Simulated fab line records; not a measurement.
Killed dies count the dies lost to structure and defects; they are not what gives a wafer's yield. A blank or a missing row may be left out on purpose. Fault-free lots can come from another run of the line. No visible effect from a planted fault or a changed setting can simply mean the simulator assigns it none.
Chamber matching || flow nand_harc || rie_diel-11 running NHARC_P_CONTACT_ETCH_31: 4 sister chambers
The step etches the open film in CH3F/O2, target depth 30 nm, time 85.7 s. 14 wafers are shown with their chamber, then 7 later ones without.

## WAFERS PAIRED WITH THEIR CHAMBERS
{"wafer": "L350.2", "chamber": 3, "drypump_motor_current_A (A)": 5.3, "throttle_valve_pct (%)": 20.678, "rf_fwd_power_W (W)": 495.5}
{"wafer": "L350.5", "chamber": 3, "drypump_motor_current_A (A)": 5.4, "throttle_valve_pct (%)": 20.676, "rf_fwd_power_W (W)": 497.3}
{"wafer": "L350.6", "chamber": 0, "drypump_motor_current_A (A)": 5.9, "throttle_valve_pct (%)": 20.661, "rf_fwd_power_W (W)": 494.9}
{"wafer": "L352.1", "chamber": 0, "drypump_motor_current_A (A)": 5.9, "throttle_valve_pct (%)": 20.661, "rf_fwd_power_W (W)": 497.5}
{"wafer": "L352.2", "chamber": 3, "drypump_motor_current_A (A)": 5.3, "throttle_valve_pct (%)": 20.664, "rf_fwd_power_W (W)": 499.5}
{"wafer": "L352.5", "chamber": 1, "drypump_motor_current_A (A)": 5.3, "throttle_valve_pct (%)": 20.659, "rf_fwd_power_W (W)": 500.2}
{"wafer": "L354.1", "chamber": 0, "drypump_motor_current_A (A)": 5.9, "throttle_valve_pct (%)": 20.657, "rf_fwd_power_W (W)": 495.5}
{"wafer": "L354.2", "chamber": 3, "drypump_motor_current_A (A)": 5.3, "throttle_valve_pct (%)": 20.665, "rf_fwd_power_W (W)": 496.6}
{"wafer": "L354.3", "chamber": 2, "drypump_motor_current_A (A)": 6.2, "throttle_valve_pct (%)": 20.656, "rf_fwd_power_W (W)": 496.5}
{"wafer": "L367.2", "chamber": 1, "drypump_motor_current_A (A)": 5.3, "throttle_valve_pct (%)": 20.663, "rf_fwd_power_W (W)": 496.8}
{"wafer": "L367.3", "chamber": 0, "drypump_motor_current_A (A)": 5.9, "throttle_valve_pct (%)": 20.664, "rf_fwd_power_W (W)": 493.3}
{"wafer": "L367.5", "chamber": 0, "drypump_motor_current_A (A)": 5.9, "throttle_valve_pct (%)": 20.645, "rf_fwd_power_W (W)": 495.2}
{"wafer": "L369.1", "chamber": 3, "drypump_motor_current_A (A)": 5.4, "throttle_valve_pct (%)": 20.666, "rf_fwd_power_W (W)": 496.6}
{"wafer": "L369.2", "chamber": 1, "drypump_motor_current_A (A)": 5.3, "throttle_valve_pct (%)": 20.648, "rf_fwd_power_W (W)": 495.9}

SIGNATURES (means of the wafers above)
{"reading": "drypump_motor_current_A", "chamber 0": 5.900, "chamber 1": 5.300, "chamber 2": 6.200, "chamber 3": 5.340, "scatter within a chamber": 0.0346}
{"reading": "throttle_valve_pct", "chamber 0": 20.65760, "chamber 1": 20.65667, "chamber 2": 20.65600, "chamber 3": 20.66980, "scatter within a chamber": 0.00722}
{"reading": "rf_fwd_power_W", "chamber 0": 495.280, "chamber 1": 497.633, "chamber 2": 496.500, "chamber 3": 497.100, "scatter within a chamber": 1.68}
Rule: a wafer's distance from a chamber is the root of the sum, over the readings, of the square of ((its reading less the chamber's mean) divided by the reading's scatter). If the next closest chamber is less than 2 further off than the closest, the wafer can't be placed; otherwise it belongs to the closest. The scatter is the square root of a quotient: the sum, over the shown wafers, of each reading's squared deviation from its chamber's mean, divided by wafers minus chambers.

## WAFERS WHOSE CHAMBER IS MISSING
{"wafer": "L369.6", "drypump_motor_current_A (A)": 5.3, "throttle_valve_pct (%)": 20.640, "rf_fwd_power_W (W)": 497.0}
{"wafer": "L371.2", "drypump_motor_current_A (A)": 6.2, "throttle_valve_pct (%)": 20.648, "rf_fwd_power_W (W)": 497.4}
{"wafer": "L371.3", "drypump_motor_current_A (A)": 5.9, "throttle_valve_pct (%)": 20.653, "rf_fwd_power_W (W)": 493.3}
{"wafer": "L371.6", "drypump_motor_current_A (A)": 6.2, "throttle_valve_pct (%)": 20.665, "rf_fwd_power_W (W)": 495.8}
{"wafer": "L373.1", "drypump_motor_current_A (A)": 6.2, "throttle_valve_pct (%)": 20.678, "rf_fwd_power_W (W)": 494.5}
{"wafer": "L373.2", "drypump_motor_current_A (A)": 5.3, "throttle_valve_pct (%)": 20.671, "rf_fwd_power_W (W)": 496.1}
{"wafer": "L373.4", "drypump_motor_current_A (A)": 5.9, "throttle_valve_pct (%)": 20.664, "rf_fwd_power_W (W)": 495.8}

## CHAMBER TAKEN BY EACH
{"wafer": "L369.6", "from the rows above": "can't be placed: 1 or 3", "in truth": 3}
{"wafer": "L371.2", "from the rows above": 2, "in truth": 2}
{"wafer": "L371.3", "from the rows above": 0, "in truth": 0}
{"wafer": "L371.6", "from the rows above": 2, "in truth": 2}
{"wafer": "L373.1", "from the rows above": 2, "in truth": 2}
{"wafer": "L373.2", "from the rows above": "can't be placed: 3 or 1", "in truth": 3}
{"wafer": "L373.4", "from the rows above": 0, "in truth": 0}
Correct placement for 5 of the 7. These rows do not allow placing 2 (true chamber among the candidates in 2). Wrongly placed: 0.
